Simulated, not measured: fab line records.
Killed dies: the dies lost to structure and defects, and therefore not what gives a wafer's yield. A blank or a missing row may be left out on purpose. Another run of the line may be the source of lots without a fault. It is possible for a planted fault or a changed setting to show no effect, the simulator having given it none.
fab line records	flow n5Finfet
record lots=7	wafers=39
route steps=1938 shown ZERO_LAYER@11 FIN_SAQP@100 GATE_CUT@510 BEOL_M0@748 BEOL_M2@890
startH: hours from the record's first day to the start of the lot's first wafer shown	waitH: hours from the lot's prior step to this one	" the same as in the row above	L1.1+2: one row covering several wafers at once	- either no value or no given start	* or withheld: withheld	< > ~ a bound
route shown NAME@n: a module of which the file shows steps, and the number in the route of the first	usual: mean/standard deviation of fault-free wafers	same: alike in all rows	chamber/n: place in a boat	sites: the reading at each site	_std_site: how widely they spread, as a standard deviation	_edge_site: inner sites' mean taken away from outer sites' mean	radiusMm: for every site, how far away it sits from the centre of the wafer	mask NAME#n: copy n	behind: the most recent tool/chamber to have shaped the wafer	hold: why the lot went on hold/how many hours it stayed there/how the hold came to an end	device: which transistor (n, p or np) failed to switch	end of line: tests of these same wafers at the route's end	where a step has no rows: the recipe by itself	killed: at the first sort, the dies lost to defects and structure; wafer yield is something else	map: a wafer's dies, x killed, . not, _ none there
set.NAME: the run value of the setting; set.NAME@STEP: its run value at that earlier step	model.NAME: the simulator's own value behind a step, which no gauge read
one table per step and one row per wafer, for lots whose settings were changed on purpose
## steps
# step N5_ZERO_LAYER_DEVELOP_10
# recipe developTimeS=60	rinseLiquid=diw	dry=airSpin	devTempC=21
lot.wafer	tool	chamber	startH	waitH	set.developTimeS
L076.1+2+3+4+5+6	lithoTrack-03	0	-	-	60
L077.1+3+6	lithoTrack-03	0	-	-	60
L077.2+4+5	"	0	"	"	86.87
L079.1+4+6	lithoTrack-03	0	-	-	60
L079.2+3+5	"	0	"	"	27.13
L080.1+3+6	lithoTrack-05	0	-	-	38.05
L080.2+4+5	"	0	"	"	60
L085.1+5+6	lithoTrack-02	0	-	-	81.11
L085.2+3+4	"	0	"	"	60
L086.1+3+5	lithoTrack-05	0	-	-	60
L086.2+4+6	"	0	"	"	72.81
L094.2+4+5	lithoTrack-05	0	-	-	60
# step N5_ZERO_LAYER_HARDBAKE_23
# recipe tempC=130	timeS=120
# step N5_ZERO_LAYER_CD_MEAS_11
# recipe targetCdNm=2000	landingEnergyEv=500	detector=seInlens
# usual cdNm=1999.8/2.1
lot.wafer	tool	chamber	startH	waitH	set.developTimeS@ZERO_LAYER_DEVELOP_10	cdNm
L076.1	cdSem-02	0	24.64	-	60	2003.2
L076.2	"	0	"	"	60	1999.5
L076.3	"	0	"	"	60	2003.3
L076.4	"	0	"	"	60	1998.6
L076.5	"	0	"	"	60	2001.7
L076.6	"	0	"	"	60	2000.5
L077.1	cdSem-01	0	30.77	-	60	2000.8
L077.2	"	0	"	"	86.87	2008.5
L077.3	"	0	"	"	60	1999.3
L077.4	"	0	"	"	86.87	2009.5
L077.5	"	0	"	"	86.87	2009.5
L077.6	"	0	"	"	60	1999.2
L079.1	cdSem-02	0	42.64	-	60	2002.1
L079.2	"	0	"	"	27.13	1983.6
L079.3	"	0	"	"	27.13	1985.0
L079.4	"	0	"	"	60	1999.0
L079.5	"	0	"	"	27.13	1986.0
L079.6	"	0	"	"	60	2002.1
L080.1	cdSem-02	0	48.64	-	38.05	1990.6
L080.2	"	0	"	"	60	2003.0
L080.3	"	0	"	"	38.05	1992.0
L080.4	"	0	"	"	60	2001.2
L080.5	"	0	"	"	60	2000.5
L080.6	"	0	"	"	38.05	1988.1
L085.1	cdSem-02	0	78.65	-	81.11	2007.2
L085.2	"	0	"	"	60	2003.4
L085.3	"	0	"	"	60	2002.3
L085.4	"	0	"	"	60	1998.1
L085.5	"	0	"	"	81.11	2007.8
L085.6	"	0	"	"	81.11	2008.0
L086.1	cdSem-01	0	84.64	-	60	1997.4
L086.2	"	0	"	"	72.81	1999.2
L086.3	"	0	"	"	60	1997.0
L086.4	"	0	"	"	72.81	2003.0
L086.5	"	0	"	"	60	2000.4
L086.6	"	0	"	"	72.81	2006.8
L094.2	cdSem-02	0	132.64	-	60	1997.7
L094.4	"	0	"	"	60	1997.0
L094.5	"	0	"	"	60	1999.4
# step N5_ZERO_LAYER_DESCUM_16
# recipe chemistry=O2	timeS=7.9	sourcePowerW=50	biasPowerW=20	pressureMtorr=20	rfFrequencyHz=2.712e+07	tempC=40	o2FlowSccm=225
lot.wafer	tool	chamber	startH	waitH	set.developTimeS@ZERO_LAYER_DEVELOP_10	model.ZERO_LAYER.cdNm
L076.1	rieDiel-02	1	24.90	0.3	60	2003
L076.2	"	2	"	"	60	2000
L076.3	"	3	"	"	60	2004
L076.4	"	2	"	"	60	1999
L076.5+6	"	3,1	"	"	60	2001
L077.1	rieDiel-02	2	31.68	0.9	60	2001
L077.2	"	3	"	"	86.87	2008
L077.3+6	"	1	"	"	60	1999
L077.4	"	2	"	"	86.87	2009
L077.5	"	3	"	"	86.87	2010
L079.1+6	rieDiel-06	0	42.68	0.0	60	2002
L079.2	"	1	"	"	27.13	1984
L079.3	"	3	"	"	27.13	1985
L079.4	"	2	"	"	60	1999
L079.5	"	3	"	"	27.13	1986
L080.1	rieDiel-02	2	48.68	0.0	38.05	1991
L080.2	"	3	"	"	60	2003
L080.3	"	0	"	"	38.05	1992
L080.4+5	"	1,2	"	"	60	2001
L080.6	"	3	"	"	38.05	1988
L085.1	rieDiel-02	2	78.71	0.1	81.11	2007
L085.2	"	0	"	"	60	2004
L085.3	"	1	"	"	60	2002
L085.4	"	3	"	"	60	1998
L085.5+6	"	0,1	"	"	81.11	2008
L086.1+3	rieDiel-01	1,0	84.68	0.0	60	1997
L086.2	"	3	"	"	72.81	1999
L086.4	"	2	"	"	72.81	2003
L086.5	"	2	"	"	60	2000
L086.6	"	3	"	"	72.81	2007
L094.2	rieDiel-06	2	132.68	0.0	60	1998
L094.4	"	0	"	"	60	1997
L094.5	"	2	"	"	60	1999
# step N5_FIN_SAQP_PECVD_06
# recipe material=a-Si	targetThkA=600	tempC=400	precursor=SiH4/He	pressureTorr=3	rfW=100	timeS=48.1
lot.wafer	tool	chamber	startH	waitH	set.timeS	model.a-Si_of_FIN_SAQP_PECVD_06.thkNm
L076.1	pecvd-02	2	33.55	0.0	69.52	85.78
L076.2	"	0	"	"	48.1	59.94
L076.3	"	1	"	"	69.52	86.76
L076.4	"	0	"	"	48.1	60.71
L076.5	"	1	"	"	48.1	60.65
L076.6	"	2	"	"	69.52	87.58
L077.1	pecvd-04	1	40.68	0.0	35.25	42.81
L077.2	"	2	"	"	48.1	60.32
L077.3	"	0	"	"	48.1	60.99
L077.4	"	1	"	"	35.25	44.52
L077.5	"	0	"	"	48.1	61.13
L077.6	"	2	"	"	35.25	44.18
L079.1	pecvd-02	2	52.31	0.0	48.1	58.68
L079.2	"	0	"	"	48.1	60.21
L079.3	"	1	"	"	48.1	60.43
L079.4	"	2	"	"	48.1	60
L079.5	"	1	"	"	48.1	60.51
L079.6	"	0	"	"	48.1	61.08
L080.1	pecvd-01	2	57.41	0.0	57.75	72.31
L080.2	"	1	"	"	48.1	60.17
L080.3	"	0	"	"	48.1	60.25
L080.4	"	1	"	"	57.75	73.79
L080.5	"	2	"	"	48.1	60.85
L080.6	"	0	"	"	57.75	73.76
L085.1	pecvd-04	1	89.09	0.0	71.59	90.05
L085.2	"	0	"	"	48.1	61.09
L085.3	"	2	"	"	48.1	58.98
L085.4	"	0	"	"	71.59	91.95
L085.5	"	2	"	"	48.1	60.29
L085.6	"	1	"	"	71.59	91.74
L086.1	pecvd-02	1	98.85	0.0	48.1	60.24
L086.2	"	2	"	"	57.73	70.92
L086.3	"	0	"	"	48.1	60.35
L086.4	"	2	"	"	57.73	71.92
L086.5	"	1	"	"	57.73	73.14
L086.6	"	0	"	"	48.1	60.96
L094.2	pecvd-02	2	140.62	0.0	48.1	59.54
L094.4	"	1	"	"	48.1	60.64
L094.5	"	2	"	"	48.1	60.59
# step N5_FIN_SAQP_THK_MEAS_07
# usual thkNm=60.3/0.84
lot.wafer	tool	chamber	startH	waitH	set.timeS@FIN_SAQP_PECVD_06	thkNm
L076.1	filmMetro-01	-	33.63	0.1	69.52	85.7
L076.2	"	-	"	"	48.1	59.9
L076.3	"	-	"	"	69.52	86.7
L076.4	"	-	"	"	48.1	60.7
L076.5	"	-	"	"	48.1	60.7
L076.6	"	-	"	"	69.52	87.6
L077.1	filmMetro-01	-	40.77	0.1	35.25	42.9
L077.2	"	-	"	"	48.1	60.4
L077.3	"	-	"	"	48.1	60.9
L077.4	"	-	"	"	35.25	44.5
L077.5	"	-	"	"	48.1	61.2
L077.6	"	-	"	"	35.25	44.2
L079.1	filmMetro-01	-	52.40	0.1	48.1	58.7
L079.2	"	-	"	"	48.1	60.2
L079.3	"	-	"	"	48.1	60.4
L079.4	"	-	"	"	48.1	60.0
L079.5	"	-	"	"	48.1	60.5
L079.6	"	-	"	"	48.1	61.0
L080.1	filmMetro-01	-	57.50	0.1	57.75	72.3
L080.2	"	-	"	"	48.1	60.2
L080.3	"	-	"	"	48.1	60.3
L080.4	"	-	"	"	57.75	73.9
L080.5	"	-	"	"	48.1	60.8
L080.6	"	-	"	"	57.75	73.8
L085.1	filmMetro-02	-	89.18	0.1	71.59	90.1
L085.2	"	-	"	"	48.1	61.1
L085.3	"	-	"	"	48.1	59.0
L085.4	"	-	"	"	71.59	92.0
L085.5	"	-	"	"	48.1	60.3
L085.6	"	-	"	"	71.59	91.7
L086.1	filmMetro-02	-	98.94	0.1	48.1	60.3
L086.2	"	-	"	"	57.73	70.8
L086.3	"	-	"	"	48.1	60.4
L086.4	"	-	"	"	57.73	71.9
L086.5	"	-	"	"	57.73	73.1
L086.6	"	-	"	"	48.1	61.0
L094.2	filmMetro-02	-	140.71	0.1	48.1	59.6
L094.4	"	-	"	"	48.1	60.6
L094.5	"	-	"	"	48.1	60.5
# step N5_FIN_SAQP_HM_DEP_72
# recipe material=SiO2	targetThkA=120	tempC=400	precursor=SiH4/N2O	pressureTorr=0.75	rfW=275	timeS=7.2
# step N5_FIN_SAQP_COAT_49
# recipe resist=SOC	tempC=250	timeS=60	spinRpm=1500	resistThkNm=100
# step N5_FIN_SAQP_HM_OPEN_73
# recipe chemistry=CHF3/O2	target=SiO2	stopOn=a-Si	targetDepthA=120	overEtchFrac=1.8	maskMaterial=SOC	timeS=16.8	pressureMtorr=30	sourceW=650	biasW=170	Ar_flow_sccm=200	CHF3_flow_sccm=50	O2_flow_sccm=5	ionEnergyEv=200	ends=endPoint
# step N5_FIN_SAQP_STRIP_74
# recipe chemistry=CHF3/O2	resist=SiARC	rfFrequencyHz=6e+07
# step N5_FIN_SAQP_MANDREL_ETCH_22
# recipe targetDepthA=600	chemistry=HBr/Cl2	target=a-Si	stopOn=SiNx	btTimeS=10	overEtchFrac=0.5	timeS=30	pressureMtorr=10	icpW=800	biasW=75	HBr_flow_sccm=150	Cl2_flow_sccm=80	ends=endPoint
# usual oesProductAu=0.775/0.0099
lot.wafer	tool	chamber	startH	waitH	set.timeS@FIN_SAQP_PECVD_06	oesProductAu	model.etch.depthNm
L076.1	rieSi-04	3	34.52	0.0	69.52	0.973	85.78
L076.2	"	0	"	"	48.1	0.782	59.94
L076.3	"	1	"	"	69.52	0.965	86
L076.4	"	2	"	"	48.1	0.788	60.71
L076.5	"	3	"	"	48.1	0.773	60.65
L076.6	"	2	"	"	69.52	0.988	87.58
L077.1	rieSi-05	2	41.75	0.0	35.25	0.647	42.7
L077.2	"	1	"	"	48.1	0.783	60.32
L077.3	"	0	"	"	48.1	0.779	60.99
L077.4	"	3	"	"	35.25	0.657	44.42
L077.5	"	1	"	"	48.1	0.783	61.13
L077.6	"	2	"	"	35.25	0.651	44.18
L079.1	rieSi-03	1	53.48	0.0	48.1	0.776	58.68
L079.2	"	2	"	"	48.1	0.769	60.21
L079.3	"	3	"	"	48.1	0.784	60.43
L079.4	"	0	"	"	48.1	0.760	60
L079.5	"	3	"	"	48.1	0.784	60.51
L079.6	"	2	"	"	48.1	0.778	61.08
L080.1	rieSi-05	3	58.36	0.0	57.75	0.864	72.31
L080.2	"	0	"	"	48.1	0.765	60.07
L080.3	"	1	"	"	48.1	0.781	60.14
L080.4	"	0	"	"	57.75	0.870	73.79
L080.5	"	3	"	"	48.1	0.772	60.74
L080.6	"	1	"	"	57.75	0.876	73.76
L085.1	rieSi-03	3	89.92	0.0	71.59	1.003	89.99
L085.2	"	2	"	"	48.1	0.781	60.96
L085.3	"	1	"	"	48.1	0.769	58.87
L085.4	"	0	"	"	71.59	0.955	86.45
L085.5	"	3	"	"	48.1	0.779	60.22
L085.6	"	0	"	"	71.59	0.951	86.1
L086.1	rieSi-04	0	99.80	0.0	48.1	0.782	60.12
L086.2	"	1	"	"	57.73	0.861	70.86
L086.3	"	3	"	"	48.1	0.778	60.3
L086.4	"	2	"	"	57.73	0.877	71.82
L086.5	"	1	"	"	57.73	0.870	73.01
L086.6	"	0	"	"	48.1	0.788	60.86
L094.2	rieSi-03	3	141.65	0.0	48.1	0.765	59.54
L094.4	"	2	"	"	48.1	0.782	60.64
L094.5	"	2	"	"	48.1	0.776	60.48
# step N5_GATE_CUT_ALD_22
# recipe material=SiNx	targetThkA=160	tempC=400	aldPrecursorFamily=SiH2I2	aldCoReactant=N2/H2-plasma	pulseTimeS=1	aldCycles=320	purgeTimeS=2	coReactantPurgeTimeS=2	pressureTorr=2
lot.wafer	tool	chamber	startH	waitH	set.aldCycles	model.SiNx_of_GATE_CUT_ALD_22.thkNm
L076.1+2+3+4+5+6	aldSin-04	2,3,1,0,1,2	103.34	0.5	320	16
L077.1+2+4	aldSin-02	1,2,0	111.19	0.0	320	16
L077.3	"	3	"	"	177	8.6
L077.5+6	"	1,2	"	"	177	8.8
L079.1+2+6	aldSin-04	2,0,1	119.70	0.0	262	13.2
L079.3+4+5	"	3,1,0	"	"	320	16
L080.1+2+6	aldSin-04	1,2,3	122.51	0.0	320	16
L080.3+4+5	"	3,0,2	"	"	505	25.2
L085.1+2+5	aldSin-03	1,3,3	171.81	1.6	320	16
L085.3+4+6	"	2,0,0	"	"	320	16.2
L086.1+2+3+4+6	aldSin-03	3,1,0,2,2	173.59	0.0	320	16
L086.5	"	1	"	"	320	16.2
L094.2+4+5	aldSin-03	3,1,3	209.76	0.0	320	16
# step N5_BEOL_M0_DEP_125
# recipe material=SiCN	targetThkA=80	tempC=withheld	precursor=3MS/NH3	pressureTorr=3	rfW=202	timeS=14
lot.wafer	tool	chamber	startH	waitH	set.targetThkA	model.SiCN_of_BEOL_M0_DEP_125.thkNm
L076.1	pecvd-01	1	136.95	0.0	116.4	11.8
L076.2	"	0	"	"	116.4	11.4
L076.3	"	2	"	"	80	7.6
L076.4+6	"	2,0	"	"	80	7.8
L076.5	"	1	"	"	116.4	12
L077.1+5	pecvd-04	0,1	141.04	0.0	92.24	9.6
L077.2+3+6	"	2,1,2	"	"	80	8.2
L077.4	"	0	"	"	92.24	9.8
L079.1+5	pecvd-01	0	151.90	0.0	80	8
L079.2+4	"	2	"	"	43.65	4.2
L079.3	"	1	"	"	43.65	4.4
L079.6	"	1	"	"	80	8.4
L080.1+4	pecvd-01	1,0	156.83	0.0	62.74	6.4
L080.2	"	0	"	"	80	7.6
L080.3+6	"	2	"	"	80	7.8
L080.5	"	1	"	"	62.74	6.6
L085.1+5	pecvd-03	1,0	213.22	0.0	106.4	10.8
L085.2+3	"	2,0	"	"	80	8
L085.4	"	2	"	"	106.4	10.6
L085.6	"	1	"	"	80	8.2
L086.1+3	pecvd-01	0,2	216.45	0.0	80	8
L086.2+5	"	1,2	"	"	124.6	12.6
L086.4	"	1	"	"	80	8.2
L086.6	"	0	"	"	124.6	12.4
L094.2+4	pecvd-01	1	243.23	0.0	80	8.2
L094.5	"	2	"	"	80	8
# step N5_BEOL_M2_TRENCH_ETCH_37
# recipe chemistry=C4F6/O2	targetDepthA=555.55	target=SiOC	timeS=29.2	ionEnergyEv=250	pressureMtorr=30	sourceW=355	biasW=185	Ar_flow_sccm=300	C4F6_flow_sccm=10	O2_flow_sccm=10
lot.wafer	tool	chamber	startH	waitH	set.timeS	model.BEOL_M2.featureDepthNm	model.etch.depthNm
L076.1	rieDiel-05	1	-	-	20.7	40.2	40.13
L076.2	"	2	"	"	29.2	52.6	52.51
L076.3	"	3	"	"	29.2	53.8	53.77
L076.4	"	0	"	"	20.7	38.4	38.38
L076.5	"	2	"	"	20.7	37.6	37.55
L076.6	"	3	"	"	29.2	53.8	53.81
L077.1	rieDiel-04	0	-	-	29.2	56	55.98
L077.2	"	3	"	"	36.5	68.8	68.82
L077.3	"	1	"	"	29.2	56.4	56.31
L077.4	"	2	"	"	36.5	70.4	70.49
L077.5	"	2	"	"	29.2	56.6	56.57
L077.6	"	1	"	"	36.5	70.2	70.12
L079.1	rieDiel-03	1	-	-	29.2	54.8	54.74
L079.2	"	0	"	"	29.2	52.4	52.38
L079.3	"	3	"	"	29.2	58.8	58.76
L079.4	"	2	"	"	29.2	54.2	54.12
L079.5	"	3	"	"	29.2	58.6	58.64
L079.6	"	0	"	"	29.2	52.6	52.68
L080.1	rieDiel-04	0	-	-	29.2	55.8	55.72
L080.2	"	1	"	"	34.8	66.4	66.41
L080.3	"	0	"	"	29.2	55.4	55.32
L080.4	"	1	"	"	34.8	66.6	66.59
L080.5	"	1	"	"	29.2	56	55.99
L080.6	"	0	"	"	34.8	66.4	66.49
L085.1	rieDiel-04	3	-	-	29.2	55.4	55.41
L085.2	"	0	"	"	38.88	75.2	75.28
L085.3	"	2	"	"	29.2	56.6	56.6
L085.4	"	1	"	"	38.88	75	74.94
L085.5	"	2	"	"	38.88	75.6	75.52
L085.6	"	1	"	"	29.2	56.4	56.41
L086.1	rieDiel-03	1	-	-	29.2	54.8	54.88
L086.2	"	3	"	"	29.2	58.2	58.2
L086.3	"	0	"	"	29.2	54.4	54.43
L086.4	"	3	"	"	29.2	58.6	58.69
L086.5	"	0	"	"	29.2	54.4	54.41
L086.6	"	1	"	"	29.2	54.6	54.57
L094.2	rieDiel-05	0	-	-	29.2	53.8	53.9
L094.4	"	2	"	"	29.2	52.8	52.75
L094.5	"	0	"	"	29.2	54.4	54.46
# step N5_BEOL_M2_ETCH_41
# recipe chemistry=CH3F/O2	target=SiCN	targetDepthA=299	taperDeg=2	timeS=52.5	ionEnergyEv=120	maskMaterial=TiN	pressureMtorr=30	sourceW=395	biasW=75	Ar_flow_sccm=150	CH3F_flow_sccm=30	O2_flow_sccm=20
# step N5_BEOL_M2_STRIP_97
# recipe chemistry=N2/H2	timeS=10	powerW=450	tempC=40	pressureMtorr=20	rfFrequencyHz=6e+07	biasPowerW=7	n2FlowSccm=200	h2FlowSccm=200
# step N5_BEOL_M2_OCD_MEAS_38
# usual trenchDepthNm=55.3/1.6
lot.wafer	tool	chamber	startH	waitH	set.timeS@BEOL_M2_TRENCH_ETCH_37	trenchDepthNm
L076.1	ocd-02	-	149.41	-	20.7	40.3
L076.2	"	-	"	"	29.2	52.9
L076.3	"	-	"	"	29.2	53.4
L076.4	"	-	"	"	20.7	38.4
L076.5	"	-	"	"	20.7	37.4
L076.6	"	-	"	"	29.2	54.1
L077.1	ocd-02	-	157.89	-	29.2	55.3
L077.2	"	-	"	"	36.5	68.6
L077.3	"	-	"	"	29.2	56.5
L077.4	"	-	"	"	36.5	70.3
L077.5	"	-	"	"	29.2	56.3
L077.6	"	-	"	"	36.5	70.4
L079.1	ocd-02	-	167.53	-	29.2	54.8
L079.2	"	-	"	"	29.2	51.7
L079.3	"	-	"	"	29.2	58.6
L079.4	"	-	"	"	29.2	54.9
L079.5	"	-	"	"	29.2	58.8
L079.6	"	-	"	"	29.2	52.5
L080.1	ocd-02	-	174.39	-	29.2	55.9
L080.2	"	-	"	"	34.8	66.7
L080.3	"	-	"	"	29.2	54.9
L080.4	"	-	"	"	34.8	66.3
L080.5	"	-	"	"	29.2	56.4
L080.6	"	-	"	"	34.8	66.3
L085.1	ocd-01	-	226.99	-	29.2	55.5
L085.2	"	-	"	"	38.88	75.3
L085.3	"	-	"	"	29.2	56.3
L085.4	"	-	"	"	38.88	74.8
L085.5	"	-	"	"	38.88	75.6
L085.6	"	-	"	"	29.2	56.3
L086.1	ocd-02	-	227.05	-	29.2	55.2
L086.2	"	-	"	"	29.2	58.2
L086.3	"	-	"	"	29.2	54.1
L086.4	"	-	"	"	29.2	58.5
L086.5	"	-	"	"	29.2	54.8
L086.6	"	-	"	"	29.2	54.5
L094.2	ocd-01	-	256.25	-	29.2	53.9
L094.4	"	-	"	"	29.2	53.0
L094.5	"	-	"	"	29.2	54.6
# step N5_BEOL_M2_HM_STRIP_39
# recipe chemistry=peroxideTinStrip	material=TiN	targetDepthA=250	tempC=50	timeS=158
# step N5_BEOL_M2_SRD_40
# recipe timeS=30	tempC=23	rinseLiquid=diw	dry=ipaMarangoni
# step N5_BEOL_M2_ECD_50
# recipe material=Cu	targetThkA=3000
# step N5_BEOL_M2_ANNEAL_51
# recipe tempC=225	timeS=90	ambient=N2
# step N5_BEOL_M2_CMP_52
# recipe stopOn=SiOC	tOverpolishS=6.8	downForcePsi=1	platenRpm=50	clearingPlatenDownForcePsi=1.5	clearingPlatenRpm=50	postCmpClean=cuAlkaline	targetThkNm=40	clearingPlatenPadVelocityMS=0.99484	padVelocityMS=0.99484
lot.wafer	tool	chamber	startH	waitH	set.timeS@BEOL_M2_TRENCH_ETCH_37	model.Cu_of_BEOL_M2_ECD_50.thkNm
L076.1	cmp-03	0	152.87	0.3	20.7	24.2
L076.2	"	1	"	"	29.2	40.4
L076.3	"	2	"	"	29.2	39.6
L076.4	"	3	"	"	20.7	21.2
L076.6	"	0	"	"	29.2	38.8
L076.5	"	1	"	"	20.7	24.6
L077.4	cmp-03	0	161.42	0.1	36.5	55.4
L077.1+5	"	1	"	"	29.2	43.2
L077.3	"	2	"	"	29.2	40.4
L077.2	"	3	"	"	36.5	52.6
L077.6	"	0	"	"	36.5	53.8
L079.2+4	cmp-03	1,0	171.03	0.2	29.2	39
L079.1	"	2	"	"	29.2	40.2
L079.3	"	3	"	"	29.2	41.4
L079.6	"	1	"	"	29.2	40.6
L079.5	"	2	"	"	29.2	43.6
L080.1	cmp-03	2	178.81	0.3	29.2	39.4
L080.2	"	3	"	"	34.8	48.6
L080.3	"	0	"	"	29.2	39.2
L080.4	"	1	"	"	34.8	52.6
L080.5	"	2	"	"	29.2	40.6
L080.6	"	3	"	"	34.8	50.8
L085.3	cmp-02	0	230.05	0.2	29.2	41.2
L085.1	"	1	"	"	29.2	37
L085.2	"	2	"	"	38.88	61.4
L085.4	"	3	"	"	38.88	56.6
L085.5	"	0	"	"	38.88	60
L085.6	"	1	"	"	29.2	38.8
L086.1	cmp-03	2	230.45	0.3	29.2	38.4
L086.3	"	3	"	"	29.2	37
L086.4	"	0	"	"	29.2	41.8
L086.2	"	1	"	"	29.2	44.2
L086.6	"	2	"	"	29.2	39.8
L086.5	"	3	"	"	29.2	37.6
L094.4	cmp-04	3	259.56	0.2	29.2	38.6
L094.2	"	0	"	"	29.2	40
L094.5	"	3	"	"	29.2	40.2
## key
split step=N5_ZERO_LAYER_DEVELOP_10	setting=developTimeS	stated=60	by=wafer
response step=N5_ZERO_LAYER_CD_MEAS_11	reading=cdNm	change=+0.255	per=1%	r=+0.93
response step=N5_ZERO_LAYER_DESCUM_16	reading=model.ZERO_LAYER.cdNm	change=+0.253	per=1%	r=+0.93
split step=N5_FIN_SAQP_PECVD_06	setting=timeS	stated=48.1	by=wafer
response step=N5_FIN_SAQP_PECVD_06	reading=model.a-Si_of_FIN_SAQP_PECVD_06.thkNm	change=+0.617	per=1%	r=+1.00
response step=N5_FIN_SAQP_THK_MEAS_07	reading=thkNm	change=*	per=1%	r=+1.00
response step=N5_FIN_SAQP_MANDREL_ETCH_22	reading=oesProductAu	change=+0.00429	per=1%	r=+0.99
response step=N5_FIN_SAQP_MANDREL_ETCH_22	reading=model.etch.depthNm	change=+0.586	per=1%	r=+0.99
split step=N5_GATE_CUT_ALD_22	setting=aldCycles	stated=320	by=wafer
response step=N5_GATE_CUT_ALD_22	reading=model.SiNx_of_GATE_CUT_ALD_22.thkNm	change=+0.16	per=1%	r=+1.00
split step=N5_BEOL_M0_DEP_125	setting=targetThkA	stated=80	by=wafer
response step=N5_BEOL_M0_DEP_125	reading=model.SiCN_of_BEOL_M0_DEP_125.thkNm	change=+0.0824	per=1%	r=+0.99
split step=N5_BEOL_M2_TRENCH_ETCH_37	setting=timeS	stated=29.2	by=wafer
response step=N5_BEOL_M2_TRENCH_ETCH_37	reading=model.BEOL_M2.featureDepthNm	change=+0.546	per=1%	r=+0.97
response step=N5_BEOL_M2_TRENCH_ETCH_37	reading=model.etch.depthNm	change=+0.546	per=1%	r=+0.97
response step=N5_BEOL_M2_OCD_MEAS_38	reading=trenchDepthNm	change=+0.549	per=1%	r=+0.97
response step=N5_BEOL_M2_CMP_52	reading=model.Cu_of_BEOL_M2_ECD_50.thkNm	change=+0.561	per=1%	r=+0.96
